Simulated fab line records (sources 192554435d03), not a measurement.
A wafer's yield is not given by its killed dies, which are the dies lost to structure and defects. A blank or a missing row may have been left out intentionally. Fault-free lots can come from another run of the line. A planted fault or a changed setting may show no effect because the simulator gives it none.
Matching of chambers    flow n5-finfet    N5_BEOL_M0_SAQP_STRIP_86 on rie-diel-02 has 4 sister chambers
The step strips in N2/H2. 16 wafers are shown with their chamber, then 8 later ones without.

## WAFERS WITH THEIR CHAMBER
wafer   chamber  showerhead-plenum-p-Torr (Torr)  throttle-valve-pct (%)  oes-product-au (a.u.)
L710.2  0        3.44                             19.32                   0.68
L710.3  3        3.23                             19.18                   0.74
L710.4  3        3.23                             19.22                   0.74
L712.1  3        3.23                             19.19                   0.72
L712.2  2        3.28                             18.97                   0.88
L712.5  0        3.44                             19.30                   0.68
L716.1  3        3.22                             19.21                   0.74
L716.3  2        3.28                             18.97                   0.86
L716.6  0        3.43                             19.37                   0.67
L722.2  2        3.27                             19.00                   0.86
L722.3  0        3.43                             18.93                   0.98
L722.5  3        3.22                             19.25                   0.73
L724.2  0        3.43                             18.92                   0.98
L724.4  2        3.26                             19.01                   0.86
L724.5  0        3.43                             18.92                   0.95
L731.1  1        3.21                             19.32                   0.74

SIGNATURES (means of the wafers above)
reading                   chamber 0  chamber 1  chamber 2  chamber 3  scatter within a chamber
showerhead-plenum-p-Torr  3.4333     3.2100     3.2725     3.2260     0.00664
throttle-valve-pct        19.1267    19.3200    18.9875    19.2100    0.146
oes-product-au            0.8233     0.7400     0.8650     0.7340     0.104
Rule: a wafer's distance from a chamber is the root of the sum, over the readings, of the square of ((its reading less the chamber's mean) divided by the reading's scatter). If the next closest chamber is less than 2 further off than the closest, the wafer can't be placed; otherwise it belongs to the closest. How the scatter is found: for the shown wafers, subtract from each reading the mean of its chamber, square and add these, divide the total by (wafers less chambers), then take the root.

## WAFERS WITHOUT THEIR CHAMBER
wafer   showerhead-plenum-p-Torr (Torr)  throttle-valve-pct (%)  oes-product-au (a.u.)
L731.2  3.42                             18.95                   0.93
L731.3  3.21                             19.28                   0.71
L729.1  3.42                             18.98                   0.94
L729.4  3.26                             19.02                   0.84
L729.5  3.21                             19.26                   0.71
L732.4  3.26                             19.04                   0.84
L732.5  3.21                             19.26                   0.73
L732.6  3.26                             19.01                   0.85

## EACH ONE'S CHAMBER
wafer    from the rows above       in truth
L731.2   0                         0
L731.3   1                         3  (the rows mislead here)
L729.1   0                         0
L729.4   2                         2
L729.5   can't be placed: 1 or 3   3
L732.4   2                         2
L732.5   1                         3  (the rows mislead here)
L732.6   2                         2
5 of 8 placed correctly. Unplaceable from these rows: 1, with the true chamber sitting among the candidates in 1. Number placed wrongly: 2.
